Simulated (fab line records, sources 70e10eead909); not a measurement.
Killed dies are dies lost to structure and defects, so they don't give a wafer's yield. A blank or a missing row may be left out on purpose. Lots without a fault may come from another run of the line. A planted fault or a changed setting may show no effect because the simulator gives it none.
Which tool did it? | flow nand_harc | 24 lots, 72 wafers sampled, at 3 steps of a route of 1302

WHAT THE GAUGES READ, wafer by wafer
NHARC_A_BLC_OVL_MEAS_11.
lot  | measured     | on         | overlay_x_nm (nm) | overlay_y_nm (nm)
L074 | day 23 00:48 | overlay-02 | 0.5 0.3 0.4       | -0.7 0.0 -0.3
L075 | day 23 02:32 | overlay-01 | -0.5 -0.6 -0.6    | 0.8 0.5 0.6
L076 | day 23 09:40 | overlay-01 | -0.9 -1.2 -0.7    | 0.4 -0.1 -0.2
L077 | day 23 10:23 | overlay-01 | -1.0 -1.0 -0.4    | -0.7 -0.7 -0.8
L079 | day 24 06:47 | overlay-02 | -0.1 -0.1 -0.2    | 0.3 0.6 -0.1
L078 | day 24 08:45 | overlay-01 | -0.1 -0.5 -0.7    | 1.3 1.3 1.4
L080 | day 24 22:34 | overlay-02 | -1.1 -0.3 -0.8    | -0.1 0.9 0.4
L081 | day 25 01:44 | overlay-02 | 0.6 0.5 0.2       | 0.9 0.7 1.0
L082 | day 26 10:35 | overlay-01 | -1.3 -1.4 -1.2    | -0.8 -0.2 -0.8
L084 | day 26 12:07 | overlay-01 | -0.6 0.1 0.1      | -1.4 -1.2 -1.3
L083 | day 26 16:37 | overlay-01 | -1.9 -1.6 -2.6    | 1.2 1.7 1.4
L085 | day 27 01:52 | overlay-02 | 0.5 0.1 0.4       | -1.4 -0.9 -1.4
L086 | day 27 22:12 | overlay-01 | 0.4 0.4 0.4       | -0.7 -1.0 -0.4
L089 | day 28 04:04 | overlay-01 | 1.5 2.3 1.5       | -0.1 0.3 0.5
L087 | day 28 06:30 | overlay-01 | 0.2 1.4 0.3       | 1.5 1.2 1.2
L088 | day 28 19:06 | overlay-02 | 0.6 0.3 0.3       | 0.4 0.3 0.5
L090 | day 28 21:49 | overlay-02 | 0.2 0.5 0.9       | -0.8 -1.1 -1.0
L091 | day 30 01:50 | overlay-02 | 0.6 0.8 0.6       | -1.1 -1.1 -1.0
L093 | day 30 05:28 | overlay-02 | -0.5 -0.1 -0.1    | 1.3 1.2 0.7
L092 | day 30 06:40 | overlay-02 | -0.4 0.0 0.1      | 1.5 1.6 1.6
L094 | day 30 16:37 | overlay-02 | 0.5 0.3 0.5       | -1.5 -1.6 -1.6
L095 | day 31 14:51 | overlay-01 | -0.1 -0.3 -0.4    | 1.2 1.4 1.1
L096 | day 31 21:45 | overlay-02 | 1.3 1.3 1.4       | 1.1 0.3 0.5
L097 | day 32 07:44 | overlay-02 | 0.4 0.7 0.3       | -0.6 -0.9 -0.8

NHARC_A_M1_CD_MEAS_09: target cd 120 nm.
lot  | measured     | on        | cd_nm (nm)
L074 | day 23 08:53 | cd_sem-01 | 119.3 119.2 119.3
L075 | day 23 10:37 | cd_sem-01 | 119.5 120.4 120.3
L076 | day 23 17:46 | cd_sem-01 | 119.5 119.7 119.8
L077 | day 23 18:50 | cd_sem-01 | 119.9 119.3 119.7
L079 | day 24 15:13 | cd_sem-03 | 119.9 119.9 119.5
L078 | day 24 17:10 | cd_sem-02 | 119.3 119.8 120.0
L080 | day 25 06:34 | cd_sem-02 | 119.9 119.2 119.2
L081 | day 25 09:43 | cd_sem-01 | 121.2 120.7 120.5
L082 | day 26 18:47 | cd_sem-01 | 120.2 121.0 119.8
L084 | day 26 20:10 | cd_sem-01 | 118.7 118.8 118.7
L083 | day 27 00:36 | cd_sem-01 | 120.5 120.3 120.7
L085 | day 27 09:46 | cd_sem-02 | 120.4 118.7 120.4
L086 | day 28 06:11 | cd_sem-02 | 119.6 119.4 118.9
L089 | day 28 11:55 | cd_sem-03 | 119.6 119.5 120.7
L087 | day 28 14:32 | cd_sem-02 | 120.5 120.0 118.5
L088 | day 29 03:57 | cd_sem-03 | 119.4 119.7 119.2
L090 | day 29 05:56 | cd_sem-03 | 119.4 120.5 120.3
L091 | day 30 09:50 | cd_sem-02 | 119.9 119.9 119.5
L093 | day 30 13:31 | cd_sem-02 | 120.2 120.5 119.9
L092 | day 30 14:32 | cd_sem-02 | 119.4 120.4 120.4
L094 | day 31 01:25 | cd_sem-03 | 119.7 119.0 119.3
L095 | day 31 22:53 | cd_sem-01 | 119.1 119.8 119.7
L096 | day 32 05:48 | cd_sem-01 | 120.0 119.5 120.0
L097 | day 32 15:55 | cd_sem-02 | 120.1 120.8 119.1

WHICH TOOL RAN EACH LOT (tool, then ch and the chambers of the sampled wafers, then the start)
lot  | NHARC_A_M0_ETCH_15
L074 | rie_diel-09 ch 0,1,2, day 23 08:53 or earlier
L075 | rie_diel-01 ch 0,2,3, day 23 10:37 or earlier
L076 | rie_diel-02 ch 0,2,3, day 23 17:46 or earlier
L077 | rie_diel-02 ch 0,2,3, day 23 18:50 or earlier
L079 | rie_diel-02 ch 2,3, day 24 15:13 or earlier
L078 | rie_diel-09 ch 0,3, day 24 17:10 or earlier
L080 | rie_diel-01 ch 1,2,3, day 25 06:34 or earlier
L081 | rie_diel-01 ch 0,1, day 25 09:43 or earlier
L082 | rie_diel-01 ch 0,1,2, day 26 18:47 or earlier
L084 | rie_diel-02 ch 0,2,3, day 26 20:10 or earlier
L083 | rie_diel-01 ch 1,2, day 27 00:36 or earlier
L085 | rie_diel-02 ch 0,3, day 27 09:46 or earlier
L086 | rie_diel-01 ch 0,1,2, day 28 06:11 or earlier
L089 | rie_diel-09 ch 1,2,3, day 28 11:55 or earlier
L087 | rie_diel-01 ch 2,3, day 28 14:32 or earlier
L088 | rie_diel-09 ch 1,2, day 29 00:13
L090 | rie_diel-01 ch 0,1, day 29 05:56 or earlier
L091 | rie_diel-09 ch 0,2, day 30 09:50 or earlier
L093 | rie_diel-01 ch 1,2,3, day 30 13:31 or earlier
L092 | rie_diel-01 ch 1,2, day 30 14:32 or earlier
L094 | rie_diel-09 ch 0,2, day 31 01:25 or earlier
L095 | rie_diel-02 ch 1,2,3, day 31 22:53 or earlier
L096 | rie_diel-02 ch 0,1,3, day 32 05:48 or earlier
L097 | rie_diel-09 ch 1,3, day 32 15:55 or earlier
- NHARC_A_M0_ETCH_15: etches the open film in C4F8/Ar, target depth 150 nm, overetch 15 nm, time 82.5 s.

WHAT THE TOOLS THEMSELVES READ (means of the sampled wafers that have a number; where no wafer has one, the mark that the record gives instead)
NHARC_A_M0_ETCH_15.
lot  | tool        | chamber_pressure_mTorr (mTorr) | oes_product_au (a.u.) | rf_vpp_V (V)
L074 | rie_diel-09 | 24.998                         | 0.955                 | 442.9
L075 | rie_diel-01 | 25.012                         | 0.965                 | 441.0
L076 | rie_diel-02 | 24.999                         | 0.980                 | 439.5
L077 | rie_diel-02 | 25.022                         | 0.977                 | 437.5
L079 | rie_diel-02 | 25.014                         | 0.932                 | 439.3
L078 | rie_diel-09 | 24.977                         | 0.964                 | 440.5
L080 | rie_diel-01 | 24.997                         | 0.963                 | 441.8
L081 | rie_diel-01 | 24.988                         | 0.974                 | 440.6
L082 | rie_diel-01 | 24.996                         | 0.973                 | 440.3
L084 | rie_diel-02 | 24.975                         | 0.975                 | 438.5
L083 | rie_diel-01 | 24.980                         | 0.937                 | 440.3
L085 | rie_diel-02 | 24.998                         | 0.922                 | 438.1
L086 | rie_diel-01 | 24.979                         | 0.965                 | 439.9
L089 | rie_diel-09 | 24.990                         | 0.927                 | 442.9
L087 | rie_diel-01 | 25.000                         | 0.915                 | 441.9
L088 | rie_diel-09 | 25.038                         | 0.926                 | 443.6
L090 | rie_diel-01 | 24.974                         | 0.920                 | 438.7
L091 | rie_diel-09 | 24.997                         | 0.975                 | 440.2
L093 | rie_diel-01 | 24.997                         | 0.926                 | 440.8
L092 | rie_diel-01 | 24.963                         | 0.973                 | 440.6
L094 | rie_diel-09 | 25.003                         | 0.968                 | 441.4
L095 | rie_diel-02 | 25.002                         | 0.967                 | 439.6
L096 | rie_diel-02 | 24.998                         | 0.926                 | 438.5
L097 | rie_diel-09 | 24.997                         | 0.938                 | 444.0

THE ANSWER, worked out from the rows above alone
Rule: what is usual is taken from the lots themselves. Put in order of their means at a reading, lots are off if they are a third of the lots or fewer, leave a main group of 4 or more, and stand apart from it by a gap of 3 or more times the standard deviation of the main group's means; of several such gaps the widest counts. A main group whose means are all the same, to the digits that the tables above print for the reading, isn't used. A lot without any number at a reading at which 4 lots or more have one is off too. The other lots that the step has rows for count as sound. The gauges are gone through in route order, then the tools' own readings, and for those a lot's mean is taken as printed above. The first step at which some lot is off is used, and at that step the reading that is off furthest; a lot without a number counts as furthest.
No lot is off at any reading shown: from this, nothing can be told.

WHAT THE SIMULATOR HAD PUT IN
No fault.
